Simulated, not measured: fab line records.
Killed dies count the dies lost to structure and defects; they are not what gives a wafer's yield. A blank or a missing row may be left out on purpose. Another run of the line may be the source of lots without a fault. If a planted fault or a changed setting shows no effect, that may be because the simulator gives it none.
Matching of chambers    flow n5_finfet    N5_BEOL_M14_ETCH_59 on rie_diel-05: 4 sister chambers
The step etches BARC in N2/H2, target depth 89 nm, overetch 26.7 nm, time 67.9 s. 7 wafers are shown with their chamber, then 11 later ones without.

## WAFERS, EACH WITH ITS CHAMBER
wafer   chamber  drypump_motor_current_A (A)  showerhead_plenum_p_Torr (Torr)
L077.5  2        5.7                          2.45
L085.5  2        5.6                          2.45
L086.6  0        5.5                          2.46
L087.1  1        6.1                          2.57
L087.3  3        5.0                          2.68
L087.6  3        5.0                          2.68
L090.1  1        6.1                          2.56

## WAFERS WITHOUT THEIR CHAMBER
wafer   drypump_motor_current_A (A)  showerhead_plenum_p_Torr (Torr)
L090.3  4.9                          2.68
L090.4  5.7                          2.44
L093.1  6.1                          2.56
L093.3  5.7                          2.44
L093.4  5.0                          2.68
L091.2  5.5                          2.45
L091.5  6.1                          2.56
L091.6  5.5                          2.45
L095.3  5.0                          2.67
L095.4  5.6                          2.44
L095.6  5.5                          2.45

## WHICH CHAMBER EACH WENT THROUGH
wafer   from the rows above      in truth
L090.3  3                        3
L090.4  2                        2
L093.1  1                        1
L093.3  2                        2
L093.4  3                        3
L091.2  can't be placed: 0 or 2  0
L091.5  1                        1
L091.6  can't be placed: 0 or 2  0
L095.3  3                        3
L095.4  2                        2
L095.6  can't be placed: 0 or 2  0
8 of 11 placed correctly. Can't be placed from these rows: 3 (the true chamber is among the candidates in 3). Placed wrongly: 0.
How it was worked out, from the rows above alone: a wafer's distance from a chamber is the root of the sum, over the readings, of the square of ((its reading less the chamber's mean) divided by the reading's scatter). The wafer belongs to the nearest chamber; if the next one is less than 2 further off, it can't be placed. Each chamber's mean is taken over the wafers shown for it. How the scatter is found: for the shown wafers, subtract from each reading the mean of its chamber, square and add these, divide the total by (wafers less chambers), then take the root.
